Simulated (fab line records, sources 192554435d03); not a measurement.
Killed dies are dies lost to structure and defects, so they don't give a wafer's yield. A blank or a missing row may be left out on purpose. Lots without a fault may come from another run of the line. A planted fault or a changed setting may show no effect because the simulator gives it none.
fab line records | flow n5_finfet | part 1 of 2: steps 1 to 22 of 31
record lots=5 wafers=15 last_day=20
route steps=1938 shown BEOL_M2@885
lots that met no fault: from a run of the same line without faults
start_h: hours from the record's first day to the start of the lot's first wafer shown | wait_h: hours since the lot's step before | " the same as in the row above | L1.1+2: a row that stands for several wafers | - no value, or no start given | * or withheld: withheld | < > ~ a bound
route shown NAME@n: a module of which the file shows steps, and the number in the route of the first | usual: mean/standard deviation of fault-free wafers | same: alike in all rows | chamber/n: place in a boat | sites: the reading at each site | _std_site: their standard deviation | _edge_site: outer sites' mean less inner sites' | radius_mm: how far each site lies from the wafer's centre | mask NAME#n: copy n | behind: the tool/chamber that last shaped the wafer | hold: why the lot was held/for how many hours/how that ended | device: the transistor (n, p or np) that didn't switch | end of line: the same wafers' tests at the end of the route | a step without rows: its recipe alone | killed: dies lost to structure and defects at the first sort, not the wafer's yield | map: a wafer's dies, x killed, . not, _ none there
set.NAME: the setting as run; set.NAME@STEP: as run at that earlier step | model.NAME: the simulator's own value behind a step, which no gauge read
lots at some steps of the route; a table a step, a row a wafer
services: from which hour (start_h, from the record's first day; less than 0 if before it) a tool's chamber was out of use, for how many hours, and why
## steps
# step N5_BEOL_M2_STRIP_71
# recipe chemistry=N2/H2 temp_c=40 n2_flow_sccm=200 h2_flow_sccm=200 rf_frequency_hz=6e+07
# columns lot.wafer tool chamber start_h wait_h
L082.1+3+6 rie_diel-04 1,3,2 203.37 0.0
L081.1+5+6 rie_diel-04 2,1,2 210.01 0.0
L086.1+3+5 rie_diel-01 3,2,3 238.28 0.0
L089.3+4+5 rie_diel-05 2,2,1 250.76 0.0
L096.1+5+6 rie_diel-01 3,1,0 282.55 0.0
# step N5_BEOL_M2_STRIP_78
# recipe chemistry=N2/H2 temp_c=40 n2_flow_sccm=200 h2_flow_sccm=200 rf_frequency_hz=6e+07
# columns lot.wafer tool chamber start_h wait_h
L082.1+3+6 rie_diel-04 1,3,2 203.38 0.0
L081.1+5+6 rie_diel-04 2,1,2 210.02 0.0
L086.1+3+5 rie_diel-01 3,2,3 238.29 0.0
L089.3+4+5 rie_diel-05 2,2,1 250.77 0.0
L096.1+5+6 rie_diel-01 3,1,0 282.56 0.0
# step N5_BEOL_M2_VIA_ETCH_34
# recipe chemistry=C4F6/O2 target_depth_a=694 mask_material=SOC pressure_mtorr=15 ion_energy_ev=250 taper_deg=4 time_s=65.9 source_w=350 bias_w=170 Ar_flow_sccm=300 C4F6_flow_sccm=10 O2_flow_sccm=10
# usual drypump_motor_current_A=5.6/0.44 oes_o_777_au=0.77/0.073 oes_product_au=0.77/0.078 rf_vpp_V=671/19 showerhead_plenum_p_Torr=2.85/0.11 throttle_valve_pct=30.84/0.29
# columns lot.wafer tool chamber start_h wait_h drypump_motor_current_A oes_o_777_au oes_product_au rf_hours_counter_h rf_vpp_V showerhead_plenum_p_Torr throttle_valve_pct
L082.1 rie_diel-04 1 203.39 0.0 6.2 0.74 0.73 184 656 2.73 30.99
L082.3 " 3 " " 5.5 0.83 0.79 153 642 2.72 30.58
L082.6 " 2 " " 5.6 0.86 0.90 - 667 2.93 31.18
L081.1 rie_diel-04 2 210.03 0.0 5.6 0.85 0.90 38 667 2.93 31.19
L081.5 " 1 " " 6.1 0.73 0.73 - 656 2.73 31.00
L081.6 " 2 " " 5.6 0.85 0.90 - 668 2.93 31.19
L086.1 rie_diel-01 3 238.30 0.0 5.0 0.78 0.76 158 671 2.72 30.79
L086.3 " 2 " " 5.2 0.73 0.70 222 653 2.82 31.06
L086.5 " 3 " " 5.1 0.78 0.75 - 673 2.72 30.79
L089.3 rie_diel-05 2 250.78 0.0 5.3 0.66 0.68 241 672 2.95 31.09
L089.4 " 2 " " 5.3 0.66 0.68 - 673 2.95 31.09
L089.5 " 1 " " 6.2 0.78 0.77 - 666 2.82 31.23
L096.1 rie_diel-01 3 282.57 0.0 5.1 0.76 0.74 176 673 2.71 30.83
L096.5 " 1 " " 5.8 0.70 0.77 - 703 2.99 30.69
L096.6 " 0 " " 6.3 0.98 0.95 - 654 2.92 30.68
# step N5_BEOL_M2_STRIP_83
# recipe chemistry=C4F6/O2 resist=SiARC rf_frequency_hz=6e+07
# columns lot.wafer tool chamber start_h wait_h
L082.1+3+6 rie_diel-04 1,3,2 203.44 0.0
L081.1+5+6 rie_diel-04 2,1,2 210.08 0.0
L086.1+3+5 rie_diel-01 3,2,3 238.35 0.0
L089.3+4+5 rie_diel-05 2,2,1 250.83 0.0
L096.1+5+6 rie_diel-01 3,1,0 282.62 0.0
# step N5_BEOL_M2_STRIP_36
# recipe chemistry=N2/H2 power_w=450 temp_c=40 pressure_mtorr=20 rf_frequency_hz=6e+07 overash_fraction=0.3 bias_power_w=7 h2_frac=0.5 n2_flow_sccm=200 h2_flow_sccm=200
# usual drypump_motor_current_A=5.6/0.44 oes_product_au=0.77/0.079 rf_vpp_V=59.3/1.4 showerhead_plenum_p_Torr=2.53/0.099 throttle_valve_pct=23.6/0.35
# columns lot.wafer tool chamber start_h wait_h drypump_motor_current_A oes_product_au rf_hours_counter_h rf_vpp_V showerhead_plenum_p_Torr throttle_valve_pct
L082.1 rie_diel-04 1 203.45 0.0 6.1 0.71 184 57.7 2.43 23.8
L082.3 " 3 " " 5.5 0.76 153 59.5 2.42 23.4
L082.6 " 2 " " 5.6 0.91 - 58.8 2.58 23.6
L081.1 rie_diel-04 2 210.09 0.0 5.6 0.91 38 58.8 2.58 23.6
L081.5 " 1 " " 6.2 0.72 - 58.2 2.43 23.8
L081.6 " 2 " " 5.6 0.90 - 57.1 2.58 23.6
L086.1 rie_diel-01 3 238.36 0.0 5.0 0.75 158 58.4 2.40 23.4
L086.3 " 2 " " 5.2 0.69 222 56.1 2.54 24.4
L086.5 " 3 " " 5.0 0.75 - 59.4 2.40 23.4
L089.3 rie_diel-05 2 250.84 0.0 5.3 0.68 241 59.8 2.56 23.2
L089.4 " 2 " " 5.3 0.68 - 57.7 2.56 23.2
L089.5 " 1 " " 6.1 0.76 - 57.9 2.51 23.9
L096.1 rie_diel-01 3 282.63 0.0 5.0 0.73 176 58.0 2.40 23.5
L096.5 " 1 " " 5.8 0.76 - 59.5 2.67 23.6
L096.6 " 0 " " 6.3 0.94 - 57.9 2.58 23.2
# step N5_BEOL_M2_TRENCH_ETCH_37
# recipe chemistry=C4F6/O2 target_depth_a=555.55 target=SiOC time_s=29.2 ion_energy_ev=250 pressure_mtorr=30 source_w=355 bias_w=185 Ar_flow_sccm=300 C4F6_flow_sccm=10 O2_flow_sccm=10
# usual drypump_motor_current_A=5.6/0.44 oes_o_777_au=0.77/0.073 oes_product_au=0.77/0.078 rf_vpp_V=671/19 showerhead_plenum_p_Torr=2.85/0.11 throttle_valve_pct=20.93/0.22
# columns lot.wafer tool chamber start_h wait_h drypump_motor_current_A oes_o_777_au oes_product_au rf_hours_counter_h rf_vpp_V showerhead_plenum_p_Torr throttle_valve_pct
L082.1 rie_diel-04 1 - - 6.1 0.74 0.74 184 655 2.74 21.17
L082.3 " 3 " " 5.5 0.83 0.78 153 642 2.73 20.81
L082.6 " 2 " " 5.6 0.86 0.90 - 667 2.93 21.22
L081.1 rie_diel-04 2 - - 5.6 0.86 0.89 38 668 2.93 21.23
L081.5 " 1 " " 6.1 0.74 0.72 - 654 2.74 21.17
L081.6 " 2 " " 5.6 0.85 0.90 - 667 2.93 21.21
L086.1 rie_diel-01 3 - - 5.0 0.78 0.75 158 673 2.72 20.93
L086.3 " 2 " " 5.1 0.74 0.69 222 655 2.82 21.09
L086.5 " 3 " " 5.0 0.78 0.76 - 673 2.72 20.92
L089.3 rie_diel-05 2 - - 5.3 0.67 0.68 241 671 2.95 21.13
L089.4 " 2 " " 5.3 0.67 0.68 - 674 2.95 21.12
L089.5 " 1 " " 6.2 0.77 0.77 - 666 2.83 21.17
L096.1 rie_diel-01 3 - - 5.0 0.77 0.74 176 673 2.71 20.94
L096.5 " 1 " " 5.8 0.70 0.77 - 705 2.99 20.84
L096.6 " 0 " " 6.2 1.00 0.95 - 654 2.92 20.74
# step N5_BEOL_M2_ETCH_41
# recipe chemistry=CH3F/O2 target=SiCN target_depth_a=299 taper_deg=2 time_s=52.5 ion_energy_ev=120 mask_material=TiN pressure_mtorr=30 source_w=395 bias_w=75 Ar_flow_sccm=150 CH3F_flow_sccm=30 O2_flow_sccm=20
# usual drypump_motor_current_A=5.6/0.44 oes_product_au=0.77/0.078 rf_vpp_V=297.1/1.7 showerhead_plenum_p_Torr=2.00/0.081 throttle_valve_pct=16.39/0.21
# columns lot.wafer tool chamber start_h wait_h drypump_motor_current_A oes_product_au rf_hours_counter_h rf_vpp_V showerhead_plenum_p_Torr throttle_valve_pct
L082.1 rie_diel-04 1 - - 6.2 0.73 184 293.4 1.92 16.63
L082.3 " 3 " " 5.5 0.78 153 296.3 1.91 16.33
L082.6 " 2 " " 5.6 0.90 - 298.2 2.06 16.54
L081.1 rie_diel-04 2 - - 5.6 0.90 38 297.4 2.06 16.55
L081.5 " 1 " " 6.1 0.73 - 294.9 1.92 16.64
L081.6 " 2 " " 5.6 0.90 - 299.0 2.06 16.56
L086.1 rie_diel-01 3 - - 5.0 0.76 158 295.4 1.91 16.41
L086.3 " 2 " " 5.1 0.70 222 296.2 1.99 16.58
L086.5 " 3 " " 5.0 0.76 - 295.8 1.91 16.43
L089.3 rie_diel-05 2 - - 5.3 0.68 241 299.4 2.07 16.57
L089.4 " 2 " " 5.3 0.67 - 298.0 2.07 16.58
L089.5 " 1 " " 6.1 0.77 - 296.5 1.99 16.61
L096.1 rie_diel-01 3 - - 5.1 0.74 176 295.6 1.90 16.46
L096.5 " 1 " " 5.8 0.76 - 299.4 2.10 16.27
L096.6 " 0 " " 6.2 0.95 - 297.9 2.06 16.13
# step N5_BEOL_M2_STRIP_97
# recipe chemistry=N2/H2 time_s=10 power_w=450 temp_c=40 pressure_mtorr=20 rf_frequency_hz=6e+07 bias_power_w=7 n2_flow_sccm=200 h2_flow_sccm=200
# usual drypump_motor_current_A=5.6/0.44 oes_product_au=0.77/0.078 rf_vpp_V=59.2/0.82 showerhead_plenum_p_Torr=2.53/0.099 throttle_valve_pct=23.6/0.35
# columns lot.wafer tool chamber start_h wait_h drypump_motor_current_A oes_product_au rf_hours_counter_h rf_vpp_V showerhead_plenum_p_Torr throttle_valve_pct
L082.1 rie_diel-04 1 - - 6.2 0.71 184 58.4 2.43 23.8
L082.3 " 3 " " 5.5 0.75 153 58.1 2.42 23.4
L082.6 " 2 " " 5.6 0.90 - 59.1 2.58 23.6
L081.1 rie_diel-04 2 - - 5.6 0.90 38 58.4 2.58 23.6
L081.5 " 1 " " 6.1 0.71 - 58.3 2.42 23.8
L081.6 " 2 " " 5.6 0.89 - 58.5 2.58 23.6
L086.1 rie_diel-01 3 - - 5.0 0.74 158 59.5 2.40 23.4
L086.3 " 2 " " 5.1 0.69 222 58.6 2.54 24.4
L086.5 " 3 " " 5.1 0.75 - 58.2 2.40 23.4
L089.3 rie_diel-05 2 - - 5.3 0.69 242 59.0 2.56 23.1
L089.4 " 2 " " 5.3 0.69 - 59.2 2.56 23.2
L089.5 " 1 " " 6.2 0.76 - 58.4 2.51 23.9
L096.1 rie_diel-01 3 - - 5.1 0.73 176 59.1 2.39 23.5
L096.5 " 1 " " 5.8 0.77 - 59.5 2.67 23.6
L096.6 " 0 " " 6.2 0.95 - 60.2 2.58 23.2
# step N5_BEOL_M2_OCD_MEAS_38
# usual trench_depth_nm=55.8/1.3
# columns lot.wafer tool chamber start_h wait_h trench_depth_nm
L082.1 ocd-01 - 203.65 - 55.7
L082.3 " - " " 56.6
L082.6 " - " " 58.2
L081.1 ocd-01 - 210.29 - 57.5
L081.5 " - " " 54.7
L081.6 " - " " 58.0
L086.1 ocd-01 - 238.55 - 54.7
L086.3 " - " " 55.0
L086.5 " - " " 55.7
L089.3 ocd-02 - 251.04 - 54.3
L089.4 " - " " 54.7
L089.5 " - " " 56.9
L096.1 ocd-02 - 282.82 - 54.3
L096.5 " - " " 55.0
L096.6 " - " " 57.7
# step N5_BEOL_M2_HM_STRIP_39
# recipe chemistry=peroxide_tin_strip material=TiN target_depth_a=250 temp_c=50 time_s=158
# columns lot.wafer tool chamber start_h wait_h
L082.1+3+6 wet_bench-02 6,5,0 203.68 0.0
L081.1+5+6 wet_bench-05 2,3,1 210.32 0.0
L086.1+3+5 wet_bench-02 4,1,3 238.59 0.0
L089.3+4+5 wet_bench-05 6,3,4 251.07 0.0
L096.1+5+6 wet_bench-04 2,1,6 282.86 0.0
# step N5_BEOL_M2_SRD_40
# recipe time_s=30 temp_c=23 rinse_liquid=diw dry=ipa_marangoni
# columns lot.wafer tool chamber start_h wait_h
L082.1+3+6 wet_bench-02 6,5,0 203.73 0.0
L081.1+5+6 wet_bench-05 2,3,1 210.36 0.0
L086.1+3+5 wet_bench-02 4,1,3 238.63 0.0
L089.3+4+5 wet_bench-05 6,3,4 251.12 0.0
L096.1+5+6 wet_bench-04 2,1,6 282.91 0.0
# step N5_BEOL_M2_PRECLEAN_42
# recipe chemistry=residue_remover time_s=60 temp_c=40
# columns lot.wafer tool chamber start_h wait_h
L082.1+3+6 wet_bench-02 6,5,0 203.74 0.0
L081.1+5+6 wet_bench-05 2,3,1 210.38 0.0
L086.1+3+5 wet_bench-02 4,1,3 238.65 0.0
L089.3+4+5 wet_bench-05 6,3,4 251.14 0.0
L096.1+5+6 wet_bench-04 2,1,6 282.93 0.0
# step N5_BEOL_M2_SRD_43
# recipe time_s=30 temp_c=23 rinse_liquid=diw dry=ipa_marangoni
# columns lot.wafer tool chamber start_h wait_h
L082.1+3+6 wet_bench-02 6,5,0 203.76 0.0
L081.1+5+6 wet_bench-05 2,3,1 210.40 0.0
L086.1+3+5 wet_bench-02 4,1,3 238.67 0.0
L089.3+4+5 wet_bench-05 6,3,4 251.15 0.0
L096.1+5+6 wet_bench-04 2,1,6 282.94 0.0
# step N5_BEOL_M2_CD_MEAS_35
# recipe target_cd_nm=18 target_cd_y_nm=22.2 polarity=opening
# usual cd_nm=17.9/0.46
# columns lot.wafer tool chamber start_h wait_h cd_nm
L082.1 cd_sem-03 - 203.80 0.0 18.3
L082.3 " - " " 18.2
L082.6 " - " " 18.5
L081.1 cd_sem-01 - 210.44 0.0 18.4
L081.5 " - " " 18.4
L081.6 " - " " 18.1
L086.1 cd_sem-03 - 238.71 0.0 18.2
L086.3 " - " " 17.9
L086.5 " - " " 17.7
L089.3 cd_sem-03 - 251.20 0.0 18.2
L089.4 " - " " 17.4
L089.5 " - " " 17.7
L096.1 cd_sem-02 - 282.99 0.0 18.6
L096.5 " - " " 18.7
L096.6 " - " " 18.0
# step N5_BEOL_M2_DEGAS_44
# recipe ambient=vacuum temp_c=250 time_s=60
# usual heater_power_w=328/22
# columns lot.wafer tool chamber start_h wait_h heater_power_w
L082.1 pvd_sputter-03 - 203.98 0.2 349
L082.3 " - " " 343
L082.6 " - " " 319
L081.1 pvd_sputter-03 - 210.69 0.2 338
L081.5 " - " " 358
L081.6 " - " " 322
L086.1 pvd_sputter-01 - 240.55 1.8 370
L086.3 " - " " 348
L086.5 " - " " 359
L089.3 pvd_sputter-03 - 251.37 0.2 306
L089.4 " - " " 336
L089.5 " - " " 341
L096.1 pvd_sputter-03 - 283.58 0.6 335
L096.5 " - " " 338
L096.6 " - " " 319
# step N5_BEOL_M2_PRE_CLEAN_45
# recipe gas=H2/He time_s=30 temp_c=250
# usual heater_power_w=328/22
# columns lot.wafer tool chamber start_h wait_h heater_power_w
L082.1 pvd_sputter-03 - 204.02 0.0 356
L082.3 " - " " 330
L082.6 " - " " 320
L081.1 pvd_sputter-03 - 210.73 0.0 340
L081.5 " - " " 355
L081.6 " - " " 330
L086.1 pvd_sputter-01 - 240.59 0.0 368
L086.3 " - " " 346
L086.5 " - " " 356
L089.3 pvd_sputter-03 - 251.41 0.0 311
L089.4 " - " " 338
L089.5 " - " " 340
L096.1 pvd_sputter-03 - 283.62 0.0 337
L096.5 " - " " 333
L096.6 " - " " 318
# step N5_BEOL_M2_ALD_84
# recipe material=TaN target_thk_a=* temp_c=275 ald_precursor_family=PDMAT ald_co_reactant=NH3 pressure_torr=3 carrier_flow_sccm=1500 pulse_time_s=2 purge_time_s=3 co_reactant_purge_time_s=2 co_reactant_pulse_time_s=3 ald_cycles=30 precursor_vessel_temp_c=75 precursor_vessel_pressure_torr=26.25 precursor_vessel_carrier_sccm=1000
# usual heater_power_outer_w=232/25 heater_power_w=424/37 mfc_carrier_sccm=1500/4.4 precursor_vessel_temp_c=75.02/0.12
# columns lot.wafer tool chamber start_h wait_h heater_power_outer_w heater_power_w mfc_carrier_sccm precursor_vessel_temp_c since_wet_clean_h
L082.1 ald_metal-01 3 204.09 0.0 202 382 1506 75.11 2944
L082.3 " 2 " " 202 411 1500 74.97 2944
L082.6 " 0 " " 244 439 1494 75.02 -
L081.1 ald_metal-01 0 210.81 0.1 239 433 1507 75.12 2951
L081.5 " 3 " " 194 375 1505 75.00 -
L081.6 " 0 " " 241 427 1504 75.06 -
L086.1 ald_metal-01 0 240.71 0.1 246 432 1504 74.96 2981
L086.3 " 2 " " 201 418 1503 75.19 2981
L086.5 " 1 " " 277 458 1505 74.92 -
L089.3 ald_metal-01 2 251.47 0.0 202 421 1503 75.08 2991
L089.4 " 0 " " 243 428 1498 75.02 2991
L089.5 " 1 " " 278 470 1492 74.89 -
L096.1 ald_metal-01 1 283.68 0.0 279 469 1499 74.93 3023
L096.5 " 1 " " 275 454 1492 74.93 -
L096.6 " 0 " " 241 440 1498 75.11 -
# step N5_BEOL_M2_SURFACE_TREAT_85
# recipe gas=Ar time_s=* ion_energy_ev=* ion_current_ma_cm2=0.5 pressure_mtorr=* ar_flow_sccm=30
# usual throttle_valve_pct=*
# columns lot.wafer tool chamber start_h wait_h throttle_valve_pct
L082.1 pvd_sputter-02 - 204.31 0.1 *
L082.3 " - " " *
L082.6 " - " " *
L081.1 pvd_sputter-03 - 211.04 0.1 *
L081.5 " - " " *
L081.6 " - " " *
L086.1 pvd_sputter-01 - 240.99 0.2 *
L086.3 " - " " *
L086.5 " - " " *
L089.3 pvd_sputter-03 - 251.73 0.2 *
L089.4 " - " " *
L089.5 " - " " *
L096.1 pvd_sputter-03 - 284.08 0.3 *
L096.5 " - " " *
L096.6 " - " " *
# step N5_BEOL_M2_CVD_47
# recipe material=Co target_thk_a=30 temp_c=withheld precursor=CCTBA/H2 pressure_torr=30 time_s=223.8
# columns lot.wafer tool chamber start_h wait_h since_wet_clean_h
L082.1 cvd_co-02 2 204.52 0.2 287
L082.3 " 0 " " 746
L082.6 " 1 " " -
L081.1 cvd_co-02 0 211.18 0.1 753
L081.5 " 1 " " -
L081.6 " 0 " " -
L086.1 cvd_co-02 1 241.19 0.2 1220
L086.3 " 1 " " -
L086.5 " 0 " " -
L089.3 cvd_co-01 2 251.89 0.1 -
L089.4 " 1 " " -
L089.5 " 1 " " -
L096.1 cvd_co-01 0 284.15 0.1 1044
L096.5 " 0 " " -
L096.6 " 1 " " -
# step N5_BEOL_M2_SPUTTER_48
# recipe material=Cu target_thk_a=45 temp_c=-20 chamber_pressure_pa=0.07 power_w=withheld time_s=8.29
# usual chuck_sensor_temp_C=-15.7/0.52 throttle_valve_pct=29.7/0.87
# columns lot.wafer tool chamber start_h wait_h chuck_sensor_temp_C throttle_valve_pct
L082.1 pvd_sputter-02 - 204.72 0.1 -15.4 29.6
L082.3 " - " " -16.3 30.4
L082.6 " - " " -15.6 29.4
L081.1 pvd_sputter-03 - 211.35 0.1 -15.4 28.6
L081.5 " - " " -15.5 29.9
L081.6 " - " " -15.1 31.2
L086.1 pvd_sputter-03 - 241.50 0.2 -15.4 28.7
L086.3 " - " " -15.1 31.3
L086.5 " - " " -15.5 29.9
L089.3 pvd_sputter-03 - 252.29 0.3 -15.5 28.5
L089.4 " - " " -15.4 29.8
L089.5 " - " " -15.0 31.4
L096.1 pvd_sputter-03 - 284.32 0.1 -15.4 28.9
L096.5 " - " " -15.5 28.6
L096.6 " - " " -14.9 31.0
# step N5_BEOL_M2_ANNEAL_49
# recipe temp_c=400 time_s=240 ambient=vacuum
# usual heater_power_w=811/57
# columns lot.wafer tool chamber start_h wait_h heater_power_w
L082.1 pvd_sputter-02 - 204.80 0.0 711
L082.3 " - " " 864
L082.6 " - " " 789
L081.1 pvd_sputter-03 - 211.43 0.0 854
L081.5 " - " " 903
L081.6 " - " " 785
L086.1 pvd_sputter-03 - 241.58 0.0 864
L086.3 " - " " 786
L086.5 " - " " 895
L089.3 pvd_sputter-03 - 252.37 0.0 844
L089.4 " - " " 894
L089.5 " - " " 776
L096.1 pvd_sputter-03 - 284.40 0.0 806
L096.5 " - " " 849
L096.6 " - " " 787
# step N5_BEOL_M2_SPUTTER_79
# recipe material=Cu target_thk_a=45 temp_c=-20 chamber_pressure_pa=0.07 power_w=withheld time_s=8.29
# usual chuck_sensor_temp_C=-15.7/0.53 throttle_valve_pct=29.6/0.87
# columns lot.wafer tool chamber start_h wait_h chuck_sensor_temp_C throttle_valve_pct
L082.1 pvd_sputter-02 - 204.94 0.1 -15.4 29.7
L082.3 " - " " -16.1 30.3
L082.6 " - " " -15.6 29.5
L081.1 pvd_sputter-03 - 211.57 0.1 -15.5 28.6
L081.5 " - " " -15.5 29.8
L081.6 " - " " -15.0 31.4
L086.1 pvd_sputter-03 - 241.72 0.1 -15.4 28.5
L086.3 " - " " -15.0 31.1
L086.5 " - " " -15.5 29.7
L089.3 pvd_sputter-03 - 252.51 0.1 -15.4 28.5
L089.4 " - " " -15.8 29.7
L089.5 " - " " -14.8 31.2
L096.1 pvd_sputter-03 - 284.54 0.1 -15.2 29.1
L096.5 " - " " -15.4 28.4
L096.6 " - " " -15.1 31.2
